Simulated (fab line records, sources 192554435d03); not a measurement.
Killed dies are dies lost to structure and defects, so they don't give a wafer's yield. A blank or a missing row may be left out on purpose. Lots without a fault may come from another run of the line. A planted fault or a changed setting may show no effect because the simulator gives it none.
Chamber matching | flow n5_finfet | N5_BEOL_M13_VIA_ETCH_16 on rie_diel-01: 4 sister chambers
The step etches SiOC in C4F8/O2/Ar, target depth 921.7 nm. 8 wafers are shown with their chamber, then 8 later ones without.

WAFERS WITH THEIR CHAMBER
wafer  | chamber | showerhead_plenum_p_Torr (Torr) | throttle_valve_pct (%)
L079.6 | 2       | 3.47                            | 23.83
L084.6 | 1       | 3.27                            | 24.17
L083.4 | 0       | 3.14                            | 24.32
L083.5 | 1       | 3.27                            | 24.18
L089.3 | 2       | 3.46                            | 23.87
L089.5 | 3       | 3.53                            | 24.54
L089.6 | 0       | 3.13                            | 24.35
L092.2 | 3       | 3.53                            | 24.58

WAFERS WITHOUT THEIR CHAMBER
wafer  | showerhead_plenum_p_Torr (Torr) | throttle_valve_pct (%)
L092.5 | 3.26                            | 24.20
L092.6 | 3.12                            | 24.38
L097.3 | 3.26                            | 24.20
L097.4 | 3.12                            | 24.35
L097.6 | 3.12                            | 24.38
L096.3 | 3.53                            | 24.55
L096.4 | 3.46                            | 23.86
L096.5 | 3.12                            | 24.36

WHICH CHAMBER EACH WENT THROUGH
wafer  | from the rows above | in truth
L092.5 | 1                   | 1
L092.6 | 0                   | 0
L097.3 | 1                   | 1
L097.4 | 0                   | 0
L097.6 | 0                   | 0
L096.3 | 3                   | 3
L096.4 | 2                   | 2
L096.5 | 0                   | 0
Placed correctly: 8 of 8. Can't be placed from these rows: 0. Placed wrongly: 0.
How it was worked out, from the rows above alone: a wafer's distance from a chamber is the root of the sum, over the readings, of the square of ((its reading less the chamber's mean) divided by the reading's scatter). The wafer belongs to the nearest chamber; if the next one is less than 2 further off, it can't be placed. A chamber's mean is the mean of its shown wafers. The scatter: the root of (the sum of the squares of (reading less its chamber's mean) over the shown wafers, divided by (wafers less chambers)).
